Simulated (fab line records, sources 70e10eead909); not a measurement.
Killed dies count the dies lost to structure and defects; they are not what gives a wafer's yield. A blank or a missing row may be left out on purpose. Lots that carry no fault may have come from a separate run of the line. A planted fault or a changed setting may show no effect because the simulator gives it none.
Chamber matching + flow nand harc + NHARC_A_CHANNEL_FILL_D1_STRIP_28 on rie diel-05: 4 sister chambers
The step strips in O2, time 20 s. 8 wafers are shown with their chamber, then 11 later ones without.

WAFERS, EACH WITH ITS CHAMBER
| wafer  | chamber | drypump motor current A (A) | oes product au (a.u.) |
|--------|---------|-----------------------------|-----------------------|
| L083.2 | 1       | 5.9                         | 0.996                 |
| L083.6 | 3       | 5.6                         | 0.970                 |
| L087.4 | 0       | 5.5                         | 0.993                 |
| L087.5 | 3       | 5.6                         | 0.982                 |
| L088.2 | 2       | 5.7                         | 0.981                 |
| L088.4 | 0       | 5.5                         | 0.982                 |
| L088.5 | 1       | 6.0                         | 0.992                 |
| L091.4 | 2       | 5.8                         | 0.997                 |

WAFERS MISSING THEIR CHAMBER
| wafer  | drypump motor current A (A) | oes product au (a.u.) |
|--------|-----------------------------|-----------------------|
| L091.5 | 5.6                         | 0.987                 |
| L091.6 | 5.5                         | 0.978                 |
| L092.3 | 5.9                         | 0.986                 |
| L092.4 | 5.7                         | 0.987                 |
| L092.6 | 5.6                         | 0.982                 |
| L094.4 | 5.6                         | 0.999                 |
| L094.5 | 5.6                         | 1.007                 |
| L094.6 | 5.7                         | 0.992                 |
| L096.1 | 5.6                         | 1.008                 |
| L096.2 | 5.8                         | 1.000                 |
| L096.4 | 5.9                         | 1.012                 |

EACH ONE'S CHAMBER
| wafer  | from the rows above          | in truth |
|--------|------------------------------|----------|
| L091.5 | can't be placed: 3 or 0 or 2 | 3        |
| L091.6 | can't be placed: 0 or 3      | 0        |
| L092.3 | can't be placed: 1 or 2      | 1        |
| L092.4 | can't be placed: 2 or 3      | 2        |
| L092.6 | can't be placed: 3 or 0      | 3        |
| L094.4 | can't be placed: 0 or 3 or 2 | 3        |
| L094.5 | can't be placed: 0 or 2 or 3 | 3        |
| L094.6 | can't be placed: 2 or 3      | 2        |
| L096.1 | can't be placed: 0 or 2 or 3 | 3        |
| L096.2 | can't be placed: 2 or 1      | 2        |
| L096.4 | can't be placed: 1 or 2      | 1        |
0 of 11 placed correctly. Can't be placed from these rows: 11 (the true chamber is among the candidates in 11). 0 placed wrongly.
How it was worked out, from the rows above alone: a wafer's distance from a chamber is the root of the sum, over the readings, of the square of ((its reading less the chamber's mean) divided by the reading's scatter). If the next closest chamber is less than 2 further off than the closest, the wafer can't be placed; otherwise it belongs to the closest. A chamber's mean is the mean of its shown wafers. The scatter: take each reading less its chamber's mean, square it, sum over the shown wafers, divide by the number of wafers less the number of chambers, and take the root.
